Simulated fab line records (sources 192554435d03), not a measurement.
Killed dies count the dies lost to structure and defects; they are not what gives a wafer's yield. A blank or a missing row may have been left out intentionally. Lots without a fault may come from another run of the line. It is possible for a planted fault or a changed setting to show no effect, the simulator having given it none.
Which of the tools did it? / flow n5Finfet / 10 lots, 28 wafers sampled, at 4 steps of a route of 1938

== WHAT THE GAUGES READ, wafer by wafer ==
N5_BEOL_M1_OCD_MEAS_38.
lot=L574; measured=day 7 00:49; on=ocd-01; trenchDepthNm (nm)=55.6 54.9 55.5
lot=L576; measured=day 7 07:41; on=ocd-02; trenchDepthNm (nm)=53.8 54.7 54.8
lot=L575; measured=day 7 17:18; on=ocd-02; trenchDepthNm (nm)=55.0 53.9 55.1
lot=L577; measured=day 7 22:41; on=ocd-02; trenchDepthNm (nm)=55.2 55.7 56.1
lot=L580; measured=day 9 10:28; on=ocd-02; trenchDepthNm (nm)=54.9 53.2 54.2
lot=L584; measured=day 9 16:20; on=ocd-01; trenchDepthNm (nm)=54.3 54.0 56.5
lot=L587; measured=day 10 14:37; on=ocd-02; trenchDepthNm (nm)=56.6 55.8
lot=L591; measured=day 11 10:39; on=ocd-02; trenchDepthNm (nm)=53.9 54.4
lot=L594; measured=day 11 19:56; on=ocd-01; trenchDepthNm (nm)=54.9 55.2 56.0
lot=L595; measured=day 12 04:16; on=ocd-01; trenchDepthNm (nm)=55.2 54.2 54.8

== WHICH TOOL RAN EACH LOT (tool, then ch and the chambers of the sampled wafers, then the start) ==
lot=L574; N5_BEOL_M1_ALD_98=aldSin-04 ch 0,1,2, day 6 18:29; N5_BEOL_M1_ETCH_70=rieDiel-04 ch 0,2,3, day 7 00:28; N5_BEOL_M1_STRIP_36=rieDiel-04 ch 0,2,3, day 7 00:37
lot=L576; N5_BEOL_M1_ALD_98=aldSin-03 ch 0,1, day 7 05:52; N5_BEOL_M1_ETCH_70=rieDiel-05 ch 0,2,3, day 7 07:20; N5_BEOL_M1_STRIP_36=rieDiel-05 ch 0,2,3, day 7 07:30
lot=L575; N5_BEOL_M1_ALD_98=aldSin-04 ch 1,2,3, day 7 14:50; N5_BEOL_M1_ETCH_70=rieDiel-02 ch 0,1, day 7 16:56; N5_BEOL_M1_STRIP_36=rieDiel-02 ch 0,1, day 7 17:06
lot=L577; N5_BEOL_M1_ALD_98=aldSin-02 ch 0,1,2, day 7 15:32; N5_BEOL_M1_ETCH_70=rieDiel-04 ch 1,2,3, day 7 22:20; N5_BEOL_M1_STRIP_36=rieDiel-04 ch 1,2,3, day 7 22:29
lot=L580; N5_BEOL_M1_ALD_98=aldSin-03 ch 0,1,2, day 8 05:41; N5_BEOL_M1_ETCH_70=rieDiel-05 ch 0,1,3, day 9 10:06; N5_BEOL_M1_STRIP_36=rieDiel-05 ch 0,1,3, day 9 10:16
lot=L584; N5_BEOL_M1_ALD_98=aldSin-03 ch 1,2,3, day 9 12:20; N5_BEOL_M1_ETCH_70=rieDiel-05 ch 1,2,3, day 9 15:58; N5_BEOL_M1_STRIP_36=rieDiel-05 ch 1,2,3, day 9 16:08
lot=L587; N5_BEOL_M1_ALD_98=aldSin-04 ch 0,2, day 9 21:17; N5_BEOL_M1_ETCH_70=rieDiel-04 ch 2,3, day 10 14:15; N5_BEOL_M1_STRIP_36=rieDiel-04 ch 2,3, day 10 14:25
lot=L591; N5_BEOL_M1_ALD_98=aldSin-03 ch 0,1, day 10 20:28; N5_BEOL_M1_ETCH_70=rieDiel-04 ch 0,2, day 11 10:18; N5_BEOL_M1_STRIP_36=rieDiel-04 ch 0,2, day 11 10:28
lot=L594; N5_BEOL_M1_ALD_98=aldSin-02 ch 0,1, day 11 17:55; N5_BEOL_M1_ETCH_70=rieDiel-02 ch 1,3, day 11 19:35; N5_BEOL_M1_STRIP_36=rieDiel-02 ch 1,3, day 11 19:44
lot=L595; N5_BEOL_M1_ALD_98=aldSin-02 ch 0,3, day 12 02:15; N5_BEOL_M1_ETCH_70=rieDiel-02 ch 0,1, day 12 03:55; N5_BEOL_M1_STRIP_36=rieDiel-02 ch 0,1, day 12 04:04
- N5_BEOL_M1_ALD_98: deposits SiO2, target thk 2.5 nm, pulse time 1 s, co reactant pulse time 1 s.
- N5_BEOL_M1_ETCH_70: etches SOC in N2/H2, target depth 80 nm, overetch 16 nm, time 120 s.
- N5_BEOL_M1_STRIP_36: strips in N2/H2.

== THE ANSWER, worked out from the rows above alone ==
Rule: usual is defined by the lots themselves. The widest of any qualifying gaps counts: lots, ordered by their means at a reading, are off when they make up no more than a third of the lots, leave a main group of 4 or more, and stand apart from it by 3 or more times the standard deviation of that group's means. A main group is skipped when, at the precision printed for the reading in the tables above, its means are all equal. A lot without any number at a reading at which 4 lots or more have one is off too. Where the step has rows for the other lots, those lots are counted as sound.
None of the lots is off at any reading shown; this tells nothing.

== WHAT THE SIMULATOR HAD INSERTED ==
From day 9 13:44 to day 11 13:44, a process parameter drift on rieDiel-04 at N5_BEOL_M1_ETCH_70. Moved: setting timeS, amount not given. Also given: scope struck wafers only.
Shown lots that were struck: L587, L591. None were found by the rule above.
